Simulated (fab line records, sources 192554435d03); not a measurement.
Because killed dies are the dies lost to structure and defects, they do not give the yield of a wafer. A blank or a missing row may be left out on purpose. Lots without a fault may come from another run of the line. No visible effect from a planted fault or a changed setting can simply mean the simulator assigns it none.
Matching of chambers | flow n5 finfet | N5_BEOL_M1_PECVD_72 on pecvd-01 has 3 sister chambers
The step deposits SiO2 from TEOS/O2, target thk 16 nm, time 18 s. 3 wafers are shown with their chamber, then 8 later ones without.

## WAFERS WITH THEIR CHAMBER
wafer  | chamber | throttle valve pct (%)
L084.1 | 2       | 21.2
L085.6 | 1       | 23.1
L089.3 | 0       | 25.6

## WAFERS WITH NO CHAMBER GIVEN
wafer  | throttle valve pct (%)
L089.5 | 21.0
L089.6 | 25.1
L090.1 | 25.5
L090.3 | 21.2
L090.6 | 21.0
L096.1 | 25.3
L096.4 | 25.3
L096.5 | 23.1

## CHAMBER TAKEN BY EACH
wafer  | from the rows above | in truth
L089.5 | 2                   | 2
L089.6 | 0                   | 0
L090.1 | 0                   | 0
L090.3 | 2                   | 2
L090.6 | 2                   | 2
L096.1 | 0                   | 0
L096.4 | 0                   | 0
L096.5 | 1                   | 1
8 of 8 placed correctly. Number that these rows cannot place: 0. Number placed wrongly: 0.
How it was worked out, from the rows above alone: a wafer's distance from a chamber is the root of the sum, over the readings, of the square of ((its reading less the chamber's mean) divided by the reading's scatter). If the next closest chamber is less than 2 further off than the closest, the wafer can't be placed; otherwise it belongs to the closest. A chamber's mean is the mean of its shown wafers. The scatter: with one shown wafer a chamber, the root of the mean of the squares of how far each hidden wafer lies from its nearest shown one.
